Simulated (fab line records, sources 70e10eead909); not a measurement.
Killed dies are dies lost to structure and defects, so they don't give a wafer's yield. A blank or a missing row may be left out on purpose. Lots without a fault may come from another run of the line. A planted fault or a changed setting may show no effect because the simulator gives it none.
fab line records | flow nand_harc
record lots=24 wafers=72 last_day=24
route steps=1159 shown P_M1@302 P_M2@332 P_BONDPAD@351
lots that met no fault: from a run of the same line without faults
start_h: hours from the record's first day to the start of the lot's first wafer shown | wait_h: hours since the lot's step before | " the same as in the row above | L1.1+2: a row that stands for several wafers | - no value, or no start given | * or withheld: withheld | < > ~ a bound
route shown NAME@n: a module of which the file shows steps, and the number in the route of the first | usual: mean/standard deviation of fault-free wafers | same: alike in all rows | chamber/n: place in a boat | sites: the reading at each site | _std_site: their standard deviation | _edge_site: outer sites' mean less inner sites' | radius_mm: how far each site lies from the wafer's centre | mask NAME#n: copy n | behind: the tool/chamber that last shaped the wafer | hold: why the lot was held/for how many hours/how that ended | device: the transistor (n, p or np) that didn't switch | end of line: the same wafers' tests at the end of the route | a step without rows: its recipe alone | killed: dies lost to structure and defects at the first sort, not the wafer's yield | map: a wafer's dies, x killed, . not, _ none there
set.NAME: the setting as run; set.NAME@STEP: as run at that earlier step | model.NAME: the simulator's own value behind a step, which no gauge read
steps of the route over a sample of lots; a table a step, a row a wafer
services: from which hour (start_h, from the record's first day; less than 0 if before it) a tool's chamber was out of use, for how many hours, and why
## steps
# step NHARC_P_M1_STRIP_18
# recipe power_w=1000 n2_flow_sccm=150 h2_flow_sccm=150 ar_flow_sccm=0 bias_w=0 chemistry=N2/H2
# usual chamber_pressure_mTorr=30.000/0.027 drypump_motor_current_A=5.47/0.29 oes_product_au=1.000/0.007 rf_vpp_V=90.6/1.1 showerhead_plenum_p_Torr=2.02/0.073 throttle_valve_pct=14.171/0.0092
# same bias_w=0
# columns lot.wafer tool chamber start_h wait_h chamber_pressure_mTorr drypump_motor_current_A oes_product_au rf_hours_counter_h rf_vpp_V showerhead_plenum_p_Torr throttle_valve_pct
L074.2 rie_diel-01 2 119.59 0.1 30.013 4.91 1.007 11 90.8 2.08 14.184
L074.5 " 0 " " 30.040 5.59 1.009 - 91.9 2.08 14.161
L074.6 " 2 " " 29.990 4.92 0.992 - 90.4 2.08 14.179
L075.4 rie_diel-13 0 120.31 0.1 30.021 5.66 0.998 0 92.3 1.98 14.173
L075.3 " 1 " " 30.000 5.42 1.000 0 92.0 2.06 14.183
L075.5 " 2 " " 29.984 5.20 1.000 - 90.2 1.93 14.164
L077.3 rie_diel-13 1 138.65 0.1 29.997 5.41 1.005 1 89.0 2.06 14.163
L077.4 " 2 " " 29.995 5.21 1.001 1 90.6 1.93 14.155
L077.1 " 3 " " 30.076 5.72 1.006 1 91.2 2.10 14.166
L076.2 rie_diel-03 0 139.70 0.1 29.934 5.03 1.004 6 90.0 2.00 14.189
L076.1 " 2 " " 29.984 5.35 1.004 6 91.6 1.90 14.170
L076.5 " 0 " " 29.968 5.02 0.993 - 88.7 2.00 14.166
L079.2 rie_diel-01 0 152.56 0.1 30.009 5.59 0.999 0 91.3 2.08 14.173
L079.5 " 0 " " 29.989 5.61 1.003 - 90.3 2.08 14.179
L079.6 " 1 " " 30.011 5.38 1.007 - 89.2 1.98 14.171
L078.1 rie_diel-03 1 153.04 0.1 30.063 5.73 0.993 6 89.9 1.90 14.164
L078.2 " 2 " " 29.991 5.39 1.001 7 90.2 1.90 14.176
L078.3 " 0 " " 29.986 5.04 0.994 7 90.9 2.00 14.162
L080.4 rie_diel-13 3 153.20 0.1 30.000 5.70 1.006 1 91.2 2.10 14.160
L080.3 " 0 " " 29.990 5.64 0.991 1 90.4 1.98 14.156
L080.5 " 2 " " 29.937 5.19 1.011 - 91.2 1.93 14.155
L081.1 rie_diel-01 3 164.63 0.1 29.948 5.98 0.994 0 89.3 2.08 14.161
L081.4 " 0 " " 30.035 5.62 1.008 0 91.1 2.08 14.186
L081.5 " 2 " " 29.982 4.93 0.997 - 89.9 2.08 14.165
L082.3 rie_diel-01 3 170.31 0.1 30.013 5.97 1.006 1 92.4 2.08 14.161
L082.2 " 1 " " 30.001 5.38 1.018 1 90.3 1.98 14.158
L082.4 " 0 " " 30.015 5.59 1.008 - 91.6 2.08 14.165
L083.2 rie_diel-01 0 178.99 0.1 30.035 5.59 1.015 2 92.2 2.08 14.159
L083.1 " 1 " " 29.982 5.32 1.000 2 90.2 1.98 14.158
L083.6 " 1 " " 29.990 5.37 1.002 - 90.5 1.98 14.178
L084.2 rie_diel-01 0 184.63 0.1 30.001 5.60 0.997 3 92.2 2.08 14.169
L084.5 " 0 " " 29.971 5.60 0.998 - 91.2 2.08 14.158
L084.4 " 1 " " 30.049 5.32 1.000 - 91.1 1.98 14.167
L087.1 rie_diel-03 1 198.76 0.1 30.032 5.72 0.994 9 88.2 1.90 14.175
L087.2 " 3 " " 29.962 5.44 0.997 10 91.7 2.12 14.191
L087.4 " 0 " " 30.019 5.02 0.995 9 90.8 2.00 14.167
L085.4 rie_diel-13 0 199.12 0.1 29.992 5.65 0.997 2 89.7 1.98 14.180
L085.1 " 2 " " 30.023 5.17 1.005 2 87.5 1.93 14.175
L085.6 " 0 " " 30.021 5.65 0.998 - 89.3 1.98 14.167
L086.2 rie_diel-01 3 200.70 0.2 30.011 5.97 1.004 4 91.2 2.08 14.155
L086.5 " 0 " " 29.992 5.61 1.007 - 90.6 2.08 14.167
L086.6 " 1 " " 29.989 5.32 1.011 - 91.1 1.98 14.163
L089.3 rie_diel-03 1 213.43 0.1 30.012 5.74 0.996 10 90.7 1.90 14.179
L089.4 " 3 " " 30.016 5.48 0.990 11 93.2 2.12 14.170
L089.6 " 1 " " 30.024 5.74 0.995 - 88.0 1.90 14.173
L088.4 rie_diel-13 1 214.67 0.1 29.985 5.45 0.996 3 91.0 2.06 14.188
L088.1 " 3 " " 30.019 5.71 1.005 3 90.4 2.10 14.174
L088.6 " 0 " " 30.008 5.66 0.997 - 89.4 1.98 14.180
L090.2 rie_diel-13 2 225.78 0.1 30.024 5.17 0.998 3 89.5 1.93 14.165
L090.4 " 3 " " 29.976 5.71 1.000 3 91.4 2.10 14.170
L090.5 " 0 " " 29.963 5.64 1.002 - 90.5 1.98 14.176
L091.3 rie_diel-13 0 226.66 0.1 29.991 5.64 0.997 3 91.8 1.98 14.170
L091.2 " 1 " " 29.984 5.42 0.993 3 91.6 2.06 14.162
L091.5 " 3 " " 29.977 5.70 1.002 - 91.8 2.10 14.162
L093.2 rie_diel-13 2 229.15 0.1 29.998 5.16 0.977 3 90.5 1.93 14.177
L093.1 " 3 " " 30.021 5.73 0.994 3 91.4 2.10 14.181
L093.6 " 3 " " 29.980 5.71 0.993 - 90.5 2.10 14.175
L092.3 rie_diel-03 0 230.70 0.1 29.976 5.03 1.011 0 90.9 2.00 14.164
L092.1 " 1 " " 29.988 5.72 0.988 0 90.1 1.90 14.161
L092.6 " 0 " " 30.008 5.02 1.005 - 91.7 2.00 14.184
L095.2 rie_diel-01 1 240.74 0.1 29.993 5.36 0.993 7 91.0 1.98 14.171
L095.3 " 2 " " 30.014 4.91 0.985 5 91.1 2.08 14.173
L095.6 " 2 " " 29.979 4.91 0.986 - 92.0 2.08 14.182
L094.1 rie_diel-13 0 241.20 0.1 30.072 5.64 1.004 3 90.2 1.98 14.154
L094.4 " 2 " " 29.987 5.18 0.998 4 89.7 1.93 14.176
L094.5 " 3 " " 30.028 5.71 0.999 - 92.0 2.10 14.180
L096.3 rie_diel-03 1 248.00 0.1 29.994 5.71 0.996 1 90.3 1.90 14.174
L096.2 " 2 " " 29.944 5.36 0.999 1 89.2 1.90 14.172
L096.4 " 0 " " 30.017 5.00 0.999 2 90.5 2.00 14.165
L097.4 rie_diel-01 3 256.10 0.1 29.982 5.94 1.006 8 91.6 2.07 14.175
L097.1 " 0 " " 29.987 5.56 1.009 8 92.0 2.08 14.178
L097.2 " 1 " " 30.009 5.35 1.005 8 91.5 1.98 14.167
# step NHARC_P_M1_PRE_CLEAN_30
# recipe time_s=30 temp_c=280 gas=H2/He
# usual heater_power_w=416/38
# columns lot.wafer tool chamber start_h wait_h heater_power_w
L074.2 pvd_sputter-03 - - - 411
L074.5 " - " " 396
L074.6 " - " " 443
L075.4 pvd_sputter-02 - - - 433
L075.3 " - " " 424
L075.5 " - " " 435
L077.3 pvd_sputter-01 - - - 359
L077.4 " - " " 396
L077.1 " - " " 471
L076.2 pvd_sputter-03 - - - 357
L076.1 " - " " 449
L076.5 " - " " 403
L079.2 pvd_sputter-03 - - - 396
L079.6 " - " " 436
L079.5 " - " " 414
L078.2 pvd_sputter-01 - - - 372
L078.1 " - " " 393
L078.3 " - " " 479
L080.3 pvd_sputter-02 - - - 431
L080.4 " - " " 418
L080.5 " - " " 431
L081.1 pvd_sputter-01 - - - 479
L081.4 " - " " 389
L081.5 " - " " 456
L082.4 pvd_sputter-01 - - - 359
L082.3 " - " " 394
L082.2 " - " " 456
L083.2 pvd_sputter-01 - - - 478
L083.1 " - " " 397
L083.6 " - " " 472
L084.2 pvd_sputter-03 - - - 403
L084.4 " - " " 419
L084.5 " - " " 360
L087.2 pvd_sputter-03 - - - 405
L087.4 " - " " 454
L087.1 " - " " 415
L085.4 pvd_sputter-02 - - - 413
L085.1 " - " " 405
L085.6 " - " " 421
L086.2 pvd_sputter-02 - - - 428
L086.6 " - " " 412
L086.5 " - " " 414
L089.3 pvd_sputter-03 - - - 358
L089.4 " - " " 411
L089.6 " - " " 443
L088.1 pvd_sputter-03 - - - 355
L088.4 " - " " 453
L088.6 " - " " 417
L090.2 pvd_sputter-02 - - - 482
L090.4 " - " " 416
L090.5 " - " " 412
L091.2 pvd_sputter-01 - - - 360
L091.3 " - " " 460
L091.5 " - " " 363
L093.2 pvd_sputter-02 - - - 415
L093.1 " - " " 415
L093.6 " - " " 418
L092.3 pvd_sputter-03 - - - 418
L092.1 " - " " 409
L092.6 " - " " 354
L095.2 pvd_sputter-01 - - - 456
L095.3 " - " " 396
L095.6 " - " " 345
L094.1 pvd_sputter-02 - - - 475
L094.4 " - " " 409
L094.5 " - " " 472
L096.4 pvd_sputter-03 - - - 437
L096.3 " - " " 360
L096.2 " - " " 401
L097.1 pvd_sputter-01 - - - 365
L097.2 " - " " 387
L097.4 " - " " 450
# step NHARC_P_M1_PVD_20
# recipe target_thk_a=50 bias_v=168.6 power_w=15000 chamber_pressure_pa=0.12 time_s=8.06 substrate_temp_c=50 material=TaN
# usual throttle_valve_pct=29.4/0.83
# columns lot.wafer tool chamber start_h wait_h throttle_valve_pct
L074.2 pvd_sputter-03 - - - 30.9
L074.5 " - " " 31.0
L074.6 " - " " 28.8
L075.3 pvd_sputter-02 - - - 29.2
L075.4 " - " " 29.5
L075.5 " - " " 29.4
L077.3 pvd_sputter-01 - - - 29.4
L077.4 " - " " 29.8
L077.1 " - " " 29.3
L076.1 pvd_sputter-03 - - - 31.0
L076.2 " - " " 29.9
L076.5 " - " " 30.9
L079.2 pvd_sputter-03 - - - 27.6
L079.5 " - " " 27.8
L079.6 " - " " 30.8
L078.2 pvd_sputter-01 - - - 29.4
L078.3 " - " " 30.5
L078.1 " - " " 29.2
L080.4 pvd_sputter-02 - - - 29.0
L080.3 " - " " 29.3
L080.5 " - " " 29.7
L081.4 pvd_sputter-01 - - - 29.8
L081.1 " - " " 29.2
L081.5 " - " " 30.8
L082.4 pvd_sputter-01 - - - 29.3
L082.3 " - " " 29.6
L082.2 " - " " 30.4
L083.2 pvd_sputter-01 - - - 29.6
L083.1 " - " " 30.3
L083.6 " - " " 29.5
L084.2 pvd_sputter-03 - - - 29.7
L084.4 " - " " 30.9
L084.5 " - " " 29.8
L087.1 pvd_sputter-03 - - - 27.6
L087.2 " - " " 31.0
L087.4 " - " " 28.7
L085.1 pvd_sputter-02 - - - 29.2
L085.4 " - " " 29.0
L085.6 " - " " 29.2
L086.2 pvd_sputter-02 - - - 29.2
L086.5 " - " " 29.5
L086.6 " - " " 29.4
L089.4 pvd_sputter-03 - - - 30.8
L089.3 " - " " 29.7
L089.6 " - " " 27.8
L088.1 pvd_sputter-03 - - - 29.8
L088.4 " - " " 27.9
L088.6 " - " " 29.6
L090.4 pvd_sputter-02 - - - 30.0
L090.2 " - " " 28.2
L090.5 " - " " 29.9
L091.2 pvd_sputter-01 - - - 29.6
L091.3 " - " " 30.3
L091.5 " - " " 29.2
L093.2 pvd_sputter-02 - - - 28.1
L093.1 " - " " 29.9
L093.6 " - " " 28.1
L092.3 pvd_sputter-03 - - - 30.9
L092.1 " - " " 28.8
L092.6 " - " " 28.9
L095.2 pvd_sputter-01 - - - 30.6
L095.3 " - " " 29.2
L095.6 " - " " 30.4
L094.1 pvd_sputter-02 - - - 28.4
L094.4 " - " " 29.9
L094.5 " - " " 29.8
L096.2 pvd_sputter-03 - - - 31.1
L096.4 " - " " 29.0
L096.3 " - " " 29.8
L097.2 pvd_sputter-01 - - - 29.3
L097.4 " - " " 29.2
L097.1 " - " " 29.1
# step NHARC_P_M2_ETCH_35
# recipe target_depth_a=400 overetch_a=120 time_s=43.94 ion_energy_ev=200 n2_flow_sccm=150 h2_flow_sccm=150 ar_flow_sccm=0 rf_w=400 bias_w=150 chemistry=N2/H2
# usual bias_w=150.1/0.43 chamber_pressure_mTorr=30.002/0.028 drypump_motor_current_A=5.63/0.3 oes_product_au=1.001/0.0073 rf_vpp_V=430/3 showerhead_plenum_p_Torr=2.03/0.11 throttle_valve_pct=14.171/0.0096
# columns lot.wafer tool chamber start_h wait_h bias_w chamber_pressure_mTorr drypump_motor_current_A oes_product_au rf_hours_counter_h rf_vpp_V showerhead_plenum_p_Torr throttle_valve_pct
L074.2 rie_diel-10 0 123.46 0.1 149.3 30.004 5.84 0.995 4 434 2.21 14.182
L074.5 " 2 " " 150.3 29.985 5.17 1.000 - 426 1.91 14.178
L074.6 " 3 " " 150.0 30.019 5.69 0.994 - 428 1.94 14.182
L075.3 rie_diel-12 2 124.19 0.1 150.6 30.011 5.86 1.000 16 429 1.98 14.156
L075.4 " 0 " " 150.4 29.964 5.53 1.004 15 434 2.16 14.176
L075.5 " 1 " " 150.2 30.024 5.80 1.002 - 431 2.04 14.173
L077.4 rie_diel-10 1 142.39 0.1 150.0 29.999 5.96 1.007 4 431 2.06 14.190
L077.1 " 2 " " 150.2 30.009 5.12 1.000 4 428 1.91 14.155
L077.3 " 3 " " 150.3 29.971 5.71 0.998 5 429 1.94 14.169
L076.1 rie_diel-10 2 143.69 0.1 150.7 29.941 5.14 1.002 5 427 1.91 14.180
L076.2 " 3 " " 149.6 30.006 5.70 1.012 5 427 1.94 14.186
L076.5 " 2 " " 149.8 29.976 5.17 1.008 - 427 1.91 14.159
L079.2 rie_diel-10 0 156.45 0.1 150.6 29.975 5.85 1.000 5 436 2.21 14.170
L079.5 " 3 " " 149.9 29.997 5.69 0.993 - 427 1.94 14.161
L079.6 " 0 " " 150.1 29.997 5.85 1.003 - 434 2.21 14.178
L078.2 rie_diel-10 2 156.99 0.1 150.1 30.036 5.19 0.993 5 427 1.91 14.174
L078.3 " 0 " " 148.8 30.039 5.84 0.993 5 434 2.21 14.172
L078.1 " 1 " " 150.0 30.024 5.96 0.990 5 431 2.06 14.171
L080.3 rie_diel-10 0 157.22 0.1 149.6 29.981 5.86 0.998 5 435 2.21 14.174
L080.4 " 1 " " 150.3 29.974 5.94 0.994 5 432 2.06 14.161
L080.5 " 3 " " 149.4 30.016 5.71 0.995 - 425 1.94 14.182
L081.4 rie_diel-10 2 168.46 0.1 150.4 29.995 5.15 1.001 5 425 1.91 14.174
L081.1 " 3 " " 150.5 30.007 5.71 1.004 6 427 1.94 14.179
L081.5 " 2 " " 150.3 29.997 5.12 1.010 - 427 1.91 14.169
L082.4 rie_diel-10 2 174.28 0.1 150.1 29.998 5.15 0.999 6 427 1.91 14.169
L082.3 " 0 " " 150.0 29.978 5.84 1.013 6 435 2.21 14.166
L082.2 " 1 " " 149.9 29.987 5.94 1.006 6 431 2.06 14.169
L083.2 rie_diel-12 2 182.81 0.1 150.1 29.965 5.89 0.993 30 428 1.97 14.183
L083.1 " 3 " " 149.4 29.980 5.42 1.006 23 428 1.97 14.169
L083.6 " 3 " " 149.9 29.956 5.40 0.992 - 428 1.97 14.165
L084.2 rie_diel-10 1 188.70 0.1 150.2 29.954 5.95 0.999 0 430 2.06 14.175
L084.4 " 3 " " 150.0 30.002 5.69 0.992 0 428 1.94 14.181
L084.5 " 1 " " 150.1 30.007 5.96 0.989 - 432 2.06 14.185
L087.2 rie_diel-10 0 203.18 0.1 150.7 29.999 5.85 1.005 1 434 2.21 14.164
L087.1 " 1 " " 149.8 30.003 5.96 0.999 0 430 2.06 14.174
L087.4 " 1 " " 149.7 30.033 5.96 0.996 - 431 2.06 14.166
L085.1 rie_diel-10 0 203.96 0.1 149.5 30.004 5.86 1.005 1 434 2.21 14.182
L085.6 " 1 " " 149.3 29.958 5.97 1.001 - 431 2.06 14.162
L085.4 " 2 " " 150.0 30.009 5.15 0.994 - 427 1.91 14.168
L086.2 rie_diel-10 0 204.74 0.1 149.2 29.998 5.86 0.996 1 436 2.21 14.191
L086.6 " 2 " " 150.1 30.001 5.17 0.996 - 427 1.91 14.174
L086.5 " 1 " " 150.3 30.013 5.97 1.004 - 431 2.06 14.182
L089.4 rie_diel-10 1 217.61 0.1 150.2 29.989 5.96 1.001 1 430 2.06 14.190
L089.3 " 0 " " 150.2 30.024 5.88 1.003 1 435 2.21 14.169
L089.6 " 1 " " 150.4 29.981 5.94 0.999 - 430 2.06 14.168
L088.4 rie_diel-10 3 218.96 0.1 149.6 30.023 5.71 0.998 1 427 1.94 14.184
L088.1 " 2 " " 150.9 30.006 5.18 0.987 1 428 1.91 14.174
L088.6 " 3 " " 150.0 29.943 5.70 0.990 - 428 1.94 14.163
L090.2 rie_diel-04 0 229.77 0.1 150.2 29.951 5.39 1.008 39 431 1.98 14.155
L090.4 " 1 " " 150.3 30.002 5.56 0.991 37 433 2.20 14.167
L090.5 " 3 " " 150.4 30.018 5.73 1.007 - 431 2.11 14.187
L091.3 rie_diel-04 2 230.55 0.1 149.8 29.992 5.07 1.017 41 431 2.06 14.176
L091.2 " 0 " " 150.4 29.957 5.38 1.009 39 429 1.98 14.182
L091.5 " 2 " " 151.1 30.017 5.07 1.010 - 431 2.06 14.177
L093.1 rie_diel-12 1 233.27 0.1 149.8 29.994 5.80 0.995 3 430 2.03 14.174
L093.2 " 2 " " 149.6 29.995 5.86 1.000 3 429 1.97 14.163
L093.6 " 0 " " 149.7 30.045 5.53 1.001 - 433 2.15 14.165
L092.1 rie_diel-12 1 234.54 0.1 150.0 30.023 5.79 1.011 4 431 2.03 14.148
L092.3 " 3 " " 150.8 30.012 5.40 1.001 4 428 1.97 14.181
L092.6 " 2 " " 149.9 30.000 5.86 1.002 - 428 1.97 14.171
L095.2 rie_diel-12 2 244.70 0.1 150.4 29.996 5.88 0.999 5 428 1.97 14.173
L095.3 " 0 " " 150.5 30.073 5.53 1.015 6 433 2.15 14.162
L095.6 " 1 " " 149.4 30.040 5.77 1.021 - 430 2.03 14.173
L094.1 rie_diel-10 2 245.55 0.1 150.3 30.040 5.19 0.999 2 425 1.91 14.162
L094.4 " 0 " " 149.9 30.014 5.82 1.000 2 434 2.21 14.171
L094.5 " 1 " " 150.6 29.993 5.97 1.005 - 432 2.06 14.163
L096.2 rie_diel-10 3 252.52 0.1 150.3 30.019 5.70 0.999 2 426 1.94 14.163
L096.3 " 1 " " 150.9 29.993 5.99 1.007 3 430 2.06 14.161
L096.4 " 2 " " 149.8 30.013 5.13 1.008 2 427 1.91 14.177
L097.1 rie_diel-10 2 259.79 0.1 150.6 30.048 5.19 1.003 2 427 1.91 14.170
L097.4 " 3 " " 150.4 29.988 5.70 1.001 2 429 1.94 14.173
L097.2 " 0 " " 150.5 30.047 5.83 0.995 3 436 2.21 14.175
# step NHARC_P_BONDPAD_DEP_00
# recipe target_thk_a=2500 temp_c=370 target_thk_nm=250 pressure_torr=3 flow_sccm=200 rf_w=450 material=SiCN
# usual heater_power_w=584/67
# columns lot.wafer tool chamber start_h wait_h heater_power_w
L074.2 pecvd-03 0 - - 493
L074.5 " 0 " " 499
L074.6 " 1 " " 665
L075.3 pecvd-03 2 127.22 - 616
L075.5 " 2 " " 620
L075.4 " 1 " " 671
L077.3 pecvd-01 1 145.45 - 632
L077.1 " 0 " " 592
L077.4 " 1 " " 618
L076.1 pecvd-01 1 146.76 - 609
L076.2 " 0 " " 617
L076.5 " 1 " " 605
L079.2 pecvd-03 2 159.69 - 592
L079.5 " 1 " " 586
L079.6 " 2 " " 608
L078.1 pecvd-01 2 - - 530
L078.2 " 0 " " 553
L078.3 " 1 " " 605
L080.3 pecvd-03 1 - - 654
L080.5 " 1 " " 675
L080.4 " 0 " " 472
L081.1 pecvd-03 1 171.72 - 671
L081.4 " 0 " " 418
L081.5 " 1 " " 687
L082.3 pecvd-04 0 177.33 - 652
L082.2 " 2 " " 677
L082.4 " 1 " " 439
L083.1 pecvd-01 2 186.07 - 496
L083.2 " 1 " " 587
L083.6 " 2 " " 508
L084.2 pecvd-04 1 - - 555
L084.5 " 1 " " 432
L084.4 " 2 " " 706
L087.2 pecvd-03 1 206.53 0.5 669
L087.1 " 2 " " 668
L087.4 " 0 " " 482
L085.1 pecvd-01 1 207.46 0.5 636
L085.4 " 1 " " 633
L085.6 " 0 " " 605
L086.2 pecvd-04 1 208.46 0.4 540
L086.5 " 1 " " 556
L086.6 " 0 " " 634
L089.3 pecvd-01 2 - - 609
L089.6 " 2 " " 617
L089.4 " 0 " " 586
L088.1 pecvd-03 2 222.01 - 632
L088.4 " 2 " " 651
L088.6 " 2 " " 664
L090.2 pecvd-01 2 233.15 0.5 523
L090.5 " 0 " " 603
L090.4 " 2 " " 540
L091.3 pecvd-04 1 233.93 0.3 517
L091.2 " 2 " " 588
L091.5 " 2 " " 593
L093.1 pecvd-04 2 236.61 0.5 641
L093.2 " 0 " " 657
L093.6 " 2 " " 649
L092.1 pecvd-04 0 237.65 - 630
L092.3 " 2 " " 580
L092.6 " 0 " " 640
L095.3 pecvd-03 0 247.74 - 496
L095.2 " 2 " " 636
L095.6 " 1 " " 642
L094.1 pecvd-04 0 248.98 - 657
L094.5 " 1 " " 514
L094.4 " 2 " " 615
L096.3 pecvd-03 0 256.23 - 471
L096.2 " 1 " " 580
L096.4 " 1 " " 578
L097.2 pecvd-03 1 262.86 - 660
L097.1 " 0 " " 490
L097.4 " 0 " " 500
# step NHARC_P_BONDPAD_PVD_17
# recipe target_thk_a=50 bias_v=168.6 power_w=15000 chamber_pressure_pa=0.12 time_s=8.06 substrate_temp_c=50 material=TaN
# usual throttle_valve_pct=29.5/0.68
# columns lot.wafer tool chamber start_h wait_h throttle_valve_pct
L074.2 pvd_sputter-01 - - - 30.5
L074.5 " - " " 30.6
L074.6 " - " " 29.4
L075.3 pvd_sputter-03 - - - 29.6
L075.4 " - " " 27.9
L075.5 " - " " 27.9
L077.1 pvd_sputter-02 - - - 29.3
L077.4 " - " " 29.7
L077.3 " - " " 29.1
L076.1 pvd_sputter-03 - - - 31.2
L076.2 " - " " 27.7
L076.5 " - " " 28.8
L079.2 pvd_sputter-01 - - - 29.2
L079.5 " - " " 29.5
L079.6 " - " " 29.5
L078.2 pvd_sputter-03 - - - 29.6
L078.3 " - " " 28.0
L078.1 " - " " 30.9
L080.4 pvd_sputter-02 - - - 29.5
L080.3 " - " " 29.5
L080.5 " - " " 29.2
L081.4 pvd_sputter-01 - - - 29.4
L081.1 " - " " 30.5
L081.5 " - " " 29.0
L082.3 pvd_sputter-02 - - - 29.4
L082.2 " - " " 29.5
L082.4 " - " " 28.9
L083.2 pvd_sputter-02 - - - 29.1
L083.1 " - " " 29.1
L083.6 " - " " 29.4
L084.4 pvd_sputter-02 - - - 29.6
L084.2 " - " " 29.0
L084.5 " - " " 29.6
L087.4 pvd_sputter-03 - - - 28.1
L087.2 " - " " 31.1
L087.1 " - " " 28.7
L085.4 pvd_sputter-02 - - - 29.7
L085.1 " - " " 29.5
L085.6 " - " " 29.1
L086.2 pvd_sputter-01 - - - 29.6
L086.5 " - " " 30.7
L086.6 " - " " 29.1
L089.3 pvd_sputter-01 - - - 29.2
L089.4 " - " " 30.7
L089.6 " - " " 30.6
L088.1 pvd_sputter-02 - - - 30.1
L088.4 " - " " 28.3
L088.6 " - " " 29.7
L090.4 pvd_sputter-01 - - - 29.7
L090.2 " - " " 29.1
L090.5 " - " " 29.0
L091.2 pvd_sputter-01 - - - 29.4
L091.3 " - " " 30.4
L091.5 " - " " 29.7
L093.2 pvd_sputter-01 - - - 29.1
L093.1 " - " " 29.1
L093.6 " - " " 30.2
L092.1 pvd_sputter-02 - - - 29.8
L092.3 " - " " 30.1
L092.6 " - " " 29.8
L095.3 pvd_sputter-01 - - - 30.5
L095.2 " - " " 29.2
L095.6 " - " " 29.7
L094.4 pvd_sputter-01 - - - 29.4
L094.1 " - " " 29.3
L094.5 " - " " 30.5
L096.2 pvd_sputter-01 - - - 29.3
L096.3 " - " " 29.4
L096.4 " - " " 30.8
L097.1 pvd_sputter-03 - - - 28.9
L097.2 " - " " 29.6
L097.4 " - " " 31.2
## services
# columns tool chamber start_h hours kind
rie_diel-10 - 96.12 2.1 repair
rie_diel-13 - 99.00 9.0 pm
rie_diel-10 1 100.62 3.3 repair
pvd_sputter-03 - 102.00 10.0 pm
rie_diel-01 2 106.34 5.2 repair
pecvd-03 - 111.00 13.0 pm
rie_diel-01 1 118.32 1.4 repair
rie_diel-13 3 122.42 1.4 repair
rie_diel-10 1 135.47 3.4 repair
rie_diel-01 - 137.80 9.0 pm
pecvd-04 0 163.40 2.0 repair
rie_diel-01 2 169.09 25.7 repair
rie_diel-13 - 170.27 0.5 repair
rie_diel-10 - 176.50 9.0 pm
rie_diel-01 - 179.47 0.5 repair
pecvd-01 2 188.40 30.7 repair
pecvd-04 - 195.11 13.0 pm
pvd_sputter-01 - 198.96 10.0 pm
rie_diel-10 3 201.61 4.3 repair
pvd_sputter-02 - 214.00 10.0 pm
rie_diel-13 0 227.48 4.7 repair
rie_diel-10 2 231.02 4.6 repair
pecvd-01 - 237.31 13.0 pm
pvd_sputter-02 - 245.56 2.8 repair
## key
fault none
